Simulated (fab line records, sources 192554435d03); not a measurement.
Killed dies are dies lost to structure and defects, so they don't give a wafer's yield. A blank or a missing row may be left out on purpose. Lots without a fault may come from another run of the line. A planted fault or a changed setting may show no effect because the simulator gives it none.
Split-lot experiment | flow n5_finfet | 7 lots, 21 wafers read, on a route of 1938 steps

THE SPLIT
At N5_BEOL_M8_DESCUM_16 (chemistry O2, time 7.9 s), the setting time_s was moved away from the recipe's 7.9 s on 8 of the 21 wafers read, by -12.9% to +16.1%. The other wafers ran this setting at the recipe's value.

The file shows no step between the split and the reading.

THE READING
CAR-ArF_of_BEOL_M8_COAT_05.thk_nm (the simulator's own value, which no gauge read), in nm, at N5_BEOL_M8_ETCH_61 (etches SiARC in CF4, target depth 45.5 nm, time 75.8 s). The file gives no usual value for it. The 13 wafers here that ran the recipe average 51.0 nm, standard deviation 0.19 nm.

wafer  | tool, chamber at the split | time_s as run, s | against the recipe | CAR-ArF_of_BEOL_M8_COAT_05.thk_nm, nm | against lot-mates on the recipe
L074.1 | rie_diel-02, 2,3           | 9.171            | +16.1%             | 50.2                                  | -0.8
L074.2 | rie_diel-02, 2,3           | 9.171            | +16.1%             | 50.2                                  | -0.8
L074.3 | rie_diel-02, 1             | 7.9              | recipe             | 51                                    | -
L077.3 | rie_diel-01, 3             | 6.881            | -12.9%             | 51.8                                  | +0.8
L077.4 | rie_diel-01, 0             | 7.9              | recipe             | 51                                    | -
L077.5 | rie_diel-01, 1             | 6.881            | -12.9%             | 51.6                                  | +0.6
L078.1 | rie_diel-02, 3             | 7.9              | recipe             | 51                                    | -
L078.3 | rie_diel-02, 0             | 7.9              | recipe             | 50.8                                  | -
L078.5 | rie_diel-02, 0             | 7.9              | recipe             | 50.8                                  | -
L080.1 | rie_diel-04, 3             | 7.9              | recipe             | 50.8                                  | -
L080.2 | rie_diel-04, 2             | 8.717            | +10.3%             | 50.2                                  | -0.5
L080.3 | rie_diel-04, 1             | 7.9              | recipe             | 50.6                                  | -
L084.4 | rie_diel-02, 2             | 7.391            | -6.4%              | 51.2                                  | no lot-mate on the recipe
L084.6 | rie_diel-02, 2             | 7.391            | -6.4%              | 51.2                                  | no lot-mate on the recipe
L084.5 | rie_diel-02, 3             | 7.391            | -6.4%              | 51.4                                  | no lot-mate on the recipe
L088.1 | rie_diel-01, 1             | 7.9              | recipe             | 51.4                                  | -
L088.2 | rie_diel-01, 2             | 7.9              | recipe             | 51.2                                  | -
L088.5 | rie_diel-01, 3             | 7.9              | recipe             | 50.8                                  | -
L096.2 | rie_diel-01, 2,0,0         | 7.9              | recipe             | 51                                    | -
L096.3 | rie_diel-01, 2,0,0         | 7.9              | recipe             | 51                                    | -
L096.6 | rie_diel-01, 2,0,0         | 7.9              | recipe             | 51                                    | -
Where a row lists several chambers, the file gives one row for several wafers and doesn't say which wafer went through which chamber.

THE FIT
A straight line over all 21 wafers: CAR-ArF_of_BEOL_M8_COAT_05.thk_nm changes by -0.053 nm for each +1% of time_s; r = -0.91; the points scatter about the line by 0.18 nm.
The same after taking each lot's own level away (the mean of its wafers on the recipe; 18 wafers): -0.0513 nm for each +1%; r = -0.95; scatter 0.13 nm.
On that fit, the largest move of time_s shifts the reading by 0.83 nm.
The lots' own levels span 50.70 to 51.13 nm, that is 2.2 times the standard deviation above.
So the lot-to-lot level changes the slope little: the two slopes agree.
Check: with one of the wafers moved furthest among these (+16.1%) left out of the fit, the line predicts -0.824 nm for it against its lot-mates. It came out at -0.8 nm against them.

OTHER SPLITS ON THESE WAFERS
These wafers also went through other splits before the reading. Each is held against what the fit with the lots' levels taken away leaves over:
other split on the same wafers     | wafers away from the commonest value | r with CAR-ArF_of_BEOL_M8_COAT_05.thk_nm (lot level and that fit taken away)
N5_BEOL_M7_TRENCH_ETCH_37 source_w | 8                                    | +0.05

THE WHOLE CHAIN: every reading that the file lists as answering this split, in the file's order
step                 | what it does                                           | reading                                                                            | change (the file's fit)                | r (the file's)
N5_BEOL_M8_DESCUM_16 | chemistry O2, time 7.9 s                               | CAR-ArF_of_BEOL_M8_COAT_05.thk_nm (the simulator's own value, which no gauge read) | -0.0598 nm for each +1% of the setting | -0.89
N5_BEOL_M8_ETCH_61   | etches SiARC in CF4, target depth 45.5 nm, time 75.8 s | CAR-ArF_of_BEOL_M8_COAT_05.thk_nm (the simulator's own value, which no gauge read) | -0.0509 nm for each +1% of the setting | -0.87

THE FILE'S OWN FIT
CAR-ArF_of_BEOL_M8_COAT_05.thk_nm changes by -0.0509 nm for each +1% of time_s, r = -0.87.
